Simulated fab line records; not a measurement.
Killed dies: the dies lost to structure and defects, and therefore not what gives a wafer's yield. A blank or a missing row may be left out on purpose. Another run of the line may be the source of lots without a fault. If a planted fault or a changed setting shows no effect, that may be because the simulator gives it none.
Struck lot and sound lot, side by side | flow n5Finfet | 35 out of 1938 route steps
Sound: the wafers L556.3, L556.4, L556.6. Struck: wafer L573.3. (L573.4, L573.5 of the same lot were not struck and are left out.) The cause comes at the end.
For every step that has rows: the tool of each side, followed by ch and its chambers, followed by its first start. Under that, the readings that differ: sound wafers | struck wafers | difference of the means | sigmas: that difference in standard deviations of wafers without a fault.
alike: words and numbers the same on both sides, and readings whose means are apart by under 2 such deviations; not compared: readings that were withheld, readings missing a value for some wafer, numbers with overlapping values and no deviation given by the record, and bounds like >300 which may hide the same value.
Wherever a step has rows on one side only, a row that says differs or no value, or a row with sigmas, the two part there. When numbers do not overlap yet have no deviation, they are printed without sigmas and do not part them. A reading that every wafer of one side lacks parts them only if that side has two wafers or more.

N5_MOL_CONTACT_COAG_THK_MEAS_53:
  struck on filmMetro-02, day 9 19:55; sound on filmMetro-02, day 5 12:55
  alike: VIA_MOL_THK
then, 1 step without rows for these wafers: N5_MOL_CONTACT_COAG_ANNEAL_112 (time 1800 s).
N5_MOL_CONTACT_COAG_INSPECT_97: inspects for defects (darkfield).
  struck on defectInspect-02, day 9 23:01; sound on defectInspect-01, day 5 16:02
reading        | sound    | struck | difference | sigmas
rawDefectCount | 22 21 36 | 98     | +72        | +4
then, 1 step without rows for these wafers: N5_BEOL_M0_SAQP_PECVD_00 (deposits SiCN from 3MS/NH3, target thk 8 nm, time 14 s).
N5_BEOL_M0_SAQP_ILD_DEP_01: deposits SiOC from DEMS/O2, target thk 45.419 nm, time 8.7 s.
  sound on pecvd-02 ch 0,1,2, day 5 16:21; struck on pecvd-02 ch 1, day 9 23:22
  alike: heaterPowerW, showerheadPlenumPTorr, throttleValvePct
then, 2 steps without rows for these wafers: N5_BEOL_M0_SAQP_HM_DEP_02 (deposits TiN, target thk 12 nm); N5_BEOL_M0_SAQP_PECVD_03 (deposits SiCN from 3MS/NH3, target thk 12 nm, time 21.1 s).
N5_BEOL_M0_SAQP_PECVD_96: deposits a-Si from SiH4/He, target thk 45 nm, time 45.2 s.
  sound on pecvd-02 ch 0,1, day 5 20:31; struck on pecvd-02 ch 1, day 10 00:20
  alike: heaterPowerW, showerheadPlenumPTorr, throttleValvePct
then, 1 step without rows for these wafers: N5_BEOL_M0_SAQP_PECVD_97 (deposits SiNx from SiH4/NH3/N2, target thk 23 nm, time 19.9 s).
N5_BEOL_M0_SAQP_PECVD_04: deposits a-Si from SiH4/He, target thk 60 nm, time 60.2 s.
  sound on pecvd-02 ch 0,1, day 5 20:36; struck on pecvd-02 ch 1, day 10 00:28
  alike: heaterPowerW, showerheadPlenumPTorr, throttleValvePct
N5_BEOL_M0_SAQP_THK_MEAS_05:
  struck on filmMetro-02, day 10 00:34; sound on filmMetro-02, day 5 20:41
reading    | sound          | struck | difference | sigmas
thkNm (nm) | 59.1 59.8 59.2 | 60.9   | +1.5       | +2
N5_BEOL_M0_SAQP_HM_DEP_111: deposits SiO2 from SiH4/N2O, target thk 12 nm, time 7.2 s.
  sound on pecvd-03 ch 0,1,2, day 5 20:44; struck on pecvd-02 ch 0, day 10 00:38
reading                                          | sound          | struck | difference | sigmas
showerheadPlenumPTorr (Torr)                     | 8.50 8.12 8.43 | 7.98   | -0.37      | -2
model.SiO2_of_BEOL_M0_SAQP_HM_DEP_111.thkNm (nm) | 12 12 11.8     | 13.6   | +1.7       | 
  alike: heaterPowerW
then, 8 steps without rows for these wafers: N5_BEOL_M0_SAQP_COAT_81 (time 60 s, resist thk 100 nm); N5_BEOL_M0_SAQP_COAT_82 (time 60 s, resist thk 30 nm); N5_BEOL_M0_SAQP_COAT_08 (resist thk 90 nm); N5_BEOL_M0_SAQP_EBR_10; N5_BEOL_M0_SAQP_SOFTBAKE_09 (time 60 s); N5_BEOL_M0_SAQP_EXPOSE_11 (exposes mask M0 CORE, target cd 42 nm); N5_BEOL_M0_SAQP_PEB_12 (peb time 60 s); N5_BEOL_M0_SAQP_DEVELOP_13 (develop time 30 s).
N5_BEOL_M0_SAQP_CD_MEAS_14 targets a cd of 42.5 nm.
  sound on cdSem-01 ch 0, day 5 21:03; struck on cdSem-03 ch 0, day 10 01:05
  alike: cdNm
N5_BEOL_M0_SAQP_OVL_MEAS_15:
  sound on overlay-01 ch 0, day 5 21:05; struck on overlay-02 ch 0, day 10 01:07
  alike: M0_CORE_OVL
N5_BEOL_M0_SAQP_INSPECT_16: inspects for defects (brightfield).
  struck on defectInspect-02, day 10 01:08; sound on defectInspect-02, day 5 21:07
  alike: rawDefectCount
N5_BEOL_M0_SAQP_DESCUM_19: chemistry O2, time 7.9 s.
  sound on rieDiel-04 ch 1,2,3, day 5 21:08; struck on rieDiel-04 ch 1, day 10 01:10
  alike: drypumpMotorCurrentA, oesProductAu, rfVppV, showerheadPlenumPTorr, throttleValvePct
  not compared: rfHoursCounterH
then, 1 step without rows for these wafers: N5_BEOL_M0_SAQP_ETCH_83 (etches SiARC in CF4, target depth 39 nm, time 65 s).
N5_BEOL_M0_SAQP_ETCH_84: etches SOC in N2/H2, target depth 100 nm, overetch 20 nm, time 150 s.
  sound on rieDiel-04 ch 1,2,3, day 5 21:13; struck on rieDiel-04 ch 1, day 10 01:16
  alike: drypumpMotorCurrentA, h2FlowSccm, oesProductAu, rfVppV, showerheadPlenumPTorr, throttleValvePct
  not compared: rfHoursCounterH
then, 1 step without rows for these wafers: N5_BEOL_M0_SAQP_STRIP_80 (strips in N2/H2).
N5_BEOL_M0_SAQP_HM_OPEN_112: chemistry CHF3/O2, target SiO2, stops on a-Si, target depth 12 nm, time 13.5 s.
  sound on rieDiel-04 ch 1,2,3, day 5 21:20; struck on rieDiel-04 ch 1, day 10 01:22
reading                 | sound             | struck | difference | sigmas
model.etch.depthNm (nm) | 11.99 11.99 11.89 | 13.53  | +1.57      | 
  alike: drypumpMotorCurrentA, oesProductAu, rfVppV, showerheadPlenumPTorr, throttleValvePct
  not compared: rfHoursCounterH
then, 3 steps without rows for these wafers: N5_BEOL_M0_SAQP_STRIP_113 (strips in CHF3/O2); N5_BEOL_M0_SAQP_MANDREL_ETCH_20 (etches a-Si in HBr/Cl2, stops on SiNx, target depth 60 nm, bt time 10 s, time 30 s); N5_BEOL_M0_SAQP_STRIP_86 (strips in N2/H2).
N5_BEOL_M0_SAQP_STRIP_115: strips in post etch residue remover, time 60 s.
  sound on wetBench-05 ch 0,2,5, day 5 21:35; struck on wetBench-03 ch 3, day 10 01:37
reading                                          | sound          | struck | difference | sigmas
model.SiO2_of_BEOL_M0_SAQP_HM_DEP_111.thkNm (nm) | 11.8 11.8 11.8 | 13.4   | +1.6       | 
then, 1 step without rows for these wafers: N5_BEOL_M0_SAQP_SRD_93 (time 30 s).
-- here the record skips 3 days between the struck wafers' starts before and after, leaving off in module BEOL_M0_SAQP and picking up in module BEOL_M4 (first step shown: number 1111 of the route) --
N5_BEOL_M4_RC_MEAS_101:
  sound on prober-02 ch 0, day 8 08:04; struck on prober-01 ch 0, day 13 07:12
reading       | sound       | struck | difference | sigmas
ION_N (uA/um) | 673 672 666 | 705    | +35        | +2
  alike: DIBL_N, DIBL_P, IOFF_N, IOFF_P, ION_P, SS_N, SS_P, VT_N, VT_P
-- record jumps: 4 days separate the struck wafers' starts on either side; left off in module BEOL_M4, taken up again in module PASSIVATION, whose first shown step is the route's number 1936 --
N5_PASSIVATION_PROBE_49:
  struck on prober-01, day 17 18:33; sound on prober-02, day 12 07:02
reading       | sound | struck | difference | sigmas
killedAtOther | 1 2 0 | 7      | +6         | +2
  alike: defectLimitedYield, killed_at_M0_to_M3, killed_at_M4_up, killedAtContacts, killedAtFrontEnd, killedDies, killedOpen, killedShort, sort_bin_4_leakage, sort_bin_5_function, sort_bin_6_memory, sort_bin_8_speed, sortNPass, sortYieldPct

WHERE THEY PART
At N5_MOL_CONTACT_COAG_INSPECT_97 first; at N5_PASSIVATION_PROBE_49 last (within this record only).

WHY: what had been put in by the simulator
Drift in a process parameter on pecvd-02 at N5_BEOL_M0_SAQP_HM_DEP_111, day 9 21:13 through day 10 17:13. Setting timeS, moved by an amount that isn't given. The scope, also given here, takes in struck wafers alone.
